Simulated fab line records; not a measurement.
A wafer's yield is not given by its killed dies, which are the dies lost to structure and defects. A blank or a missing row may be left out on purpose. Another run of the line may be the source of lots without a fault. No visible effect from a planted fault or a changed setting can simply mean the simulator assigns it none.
Struck lot and sound lot, side by side || flow n5Finfet || 41 out of 1938 route steps
Sound: these wafers, L609.2, L609.3, L609.5. The struck wafers were L613.4, L613.5, L613.6. Last of all comes the cause.
For every step that has rows: the tool of each side, followed by ch and its chambers, followed by its first start. Under that, the readings that differ: sound wafers || struck wafers || difference of the means || sigmas: that difference in standard deviations of wafers without a fault.
alike: words and numbers the same on both sides, and readings whose means are apart by under 2 such deviations; not compared: readings that were withheld, readings missing a value for some wafer, numbers with overlapping values and no deviation given by the record, and bounds like >300 which may hide the same value.
A row with sigmas, a row that says differs or no value, or rows on one side alone: a step with any of these is where the two part. Numbers that have no deviation but don't overlap get no sigmas and don't part them. Lack of a reading on every wafer of one side parts them only where that side has two or more wafers.

first, 12 steps without rows for these wafers: N5_SD_EPI_N_STRIP_36 (strips in N2/H2); N5_SD_EPI_N_ETCHBACK_44 (etches SiNx in CH3F/O2, stops on SiO2, target depth 14.5 nm); N5_SD_EPI_N_ETCH_45 (etches SiOCN in CH3F/O2, target depth 6 nm); N5_SD_EPI_N_ETCH_16 (etches SiO2 in CHF3/O2, target depth 5 nm); N5_SD_EPI_N_STRIP_47 (strips in CHF3/O2); N5_SD_EPI_N_SD_RECESS_17 (chemistry HBr/Cl2/O2, target depth 41 nm, time 23.7 s, bt time 3 s); N5_SD_EPI_N_STRIP_38 (strips in N2/H2); N5_SD_EPI_N_WET_ETCH_43 (etches SiO2 in dHF, time 14 s, target depth 1.5 nm); N5_SD_EPI_N_STRIP_18 (strips in SPM, time 750 s); N5_SD_EPI_N_SRD_20 (time 30 s); N5_SD_EPI_N_PRECLEAN_48 (cleans in NF3:NH3, afs cycles 2, time 20 s, sublimation time 60 s); N5_SD_EPI_N_VAPOR_ETCH_50 (etches Si in HCl, time 54 s).
N5_SD_EPI_N_EPI_21: deposits Si:P, time 690 s.
  sound on epiRpcvd-03 ch 0, day 3 11:32; struck on epiRpcvd-03 ch 0, day 4 09:34
{"reading": "model.Si-P_of_SD_EPI_N_EPI_21.thkNm (nm)", "sound": "59.6 59.4 58.8", "struck": "66.8 65.8 66.2", "difference": "+7.0", "sigmas": ""}
  alike: susceptorTempC
N5_SD_EPI_N_EPI_MEAS_23:
  struck on filmMetro-01, day 4 10:26; sound on filmMetro-01, day 3 12:58
{"reading": "thkNm (nm)", "sound": "59.7 59.4 57.7", "struck": "67.0 64.2 66.4", "difference": "+6.9", "sigmas": "+6"}
then, 24 steps without rows for these wafers: N5_SD_EPI_N_PRECLEAN_24 (cleans in O3/DIW, time 60 s); N5_SD_EPI_N_SRD_25 (time 30 s); N5_SD_EPI_N_PRECLEAN_49 (cleans in NF3:NH3, afs cycles 1, time 20 s, sublimation time 60 s); N5_SD_EPI_N_LINER_46 (material SiNx, target thk 3 nm); N5_SD_EPI_P_COAT_34 (time 60 s, resist thk 350 nm); N5_SD_EPI_P_COAT_35 (time 60 s, resist thk 35 nm); N5_SD_EPI_P_COAT_03 (resist thk 150 nm); N5_SD_EPI_P_EBR_05; N5_SD_EPI_P_SOFTBAKE_04 (time 60 s); N5_SD_EPI_P_EXPOSE_06 (exposes mask SD P BLK, target cd 240 nm); N5_SD_EPI_P_PEB_07 (peb time 60 s); N5_SD_EPI_P_DEVELOP_08 (develop time 30 s); N5_SD_EPI_P_DESCUM_14 (chemistry O2, time 7.9 s); N5_SD_EPI_P_ETCH_36 (etches SiARC in CF4, target depth 45.5 nm, time 75.8 s); N5_SD_EPI_P_ETCH_37 (etches SOC in N2/H2, overetch 108 nm, time 486 s); N5_SD_EPI_P_STRIP_38 (strips in N2/H2); N5_SD_EPI_P_ETCHBACK_46 (etches SiNx in CH3F/O2, stops on SiO2, target depth 17.5 nm); N5_SD_EPI_P_ETCH_47 (etches SiOCN in CH3F/O2, target depth 25 nm); N5_SD_EPI_P_ETCH_16 (etches SiO2 in CHF3/O2, target depth 5 nm); N5_SD_EPI_P_STRIP_50 (strips in CHF3/O2); N5_SD_EPI_P_SD_RECESS_17 (chemistry HBr/Cl2/O2, target depth 39.1 nm, bt time 3 s); N5_SD_EPI_P_WET_ETCH_45 (etches SiO2 in dHF, time 10.7 s, target depth 2 nm, rinse time 30 s); N5_SD_EPI_P_STRIP_40 (strips in N2/H2); N5_SD_EPI_P_PRECLEAN_52 (cleans in O3/DIW, time 60 s).
N5_SD_ACTIVATION_RS_MEAS_03: measurement is done with a four-point probe.
  struck on filmMetro-01, day 4 15:44; sound on filmMetro-01, day 3 18:43
{"reading": "RS_SD_N (ohm/sq)", "sound": "21.42 21.92 21.84", "struck": "19.28 19.63 19.66", "difference": -2.20, "sigmas": -7}
  alike: RS_SD_P
N5_MOL_CONTACT_COAG_ETCH_15: etches SiNx in CH3F/O2, stops on Si:P, target depth 7 nm.
  sound on rieDiel-06 ch 1,2,3, day 4 23:14; struck on rieDiel-06 ch 0,1, day 5 22:22
{"reading": "model.Si-P_of_SD_EPI_N_EPI_21.thkNm (nm)", "sound": "58.8 58.4 58", "struck": "66 64.8 65.2", "difference": "+7", "sigmas": ""}
  alike: drypumpMotorCurrentA, mfcArSccm, oesProductAu, rfVppV, showerheadPlenumPTorr, throttleValvePct
  not compared: rfHoursCounterH
-- a jump in the record: the struck wafers' starts before and after are 10 days apart (it breaks off in module MOL_CONTACT_COAG and resumes in module BEOL_M4, where the first step shown is number 1111 of the route) --
N5_BEOL_M4_RC_MEAS_101:
  sound on prober-01 ch 0, day 13 18:26; struck on prober-01 ch 0, day 15 17:32
{"reading": "RS_SD_N (ohm/sq)", "sound": "28.2 28.2 28.5", "struck": "24.9 25.4 25.3", "difference": -3.1, "sigmas": -9}
  alike: DIBL_N, DIBL_P, IOFF_N, IOFF_P, ION_N, ION_P, SS_N, SS_P, VT_N, VT_P

## WHERE THEY PART
Earliest at N5_SD_EPI_N_EPI_MEAS_23; latest, in this record, at N5_BEOL_M4_RC_MEAS_101.

WHY: the cause the simulator had injected
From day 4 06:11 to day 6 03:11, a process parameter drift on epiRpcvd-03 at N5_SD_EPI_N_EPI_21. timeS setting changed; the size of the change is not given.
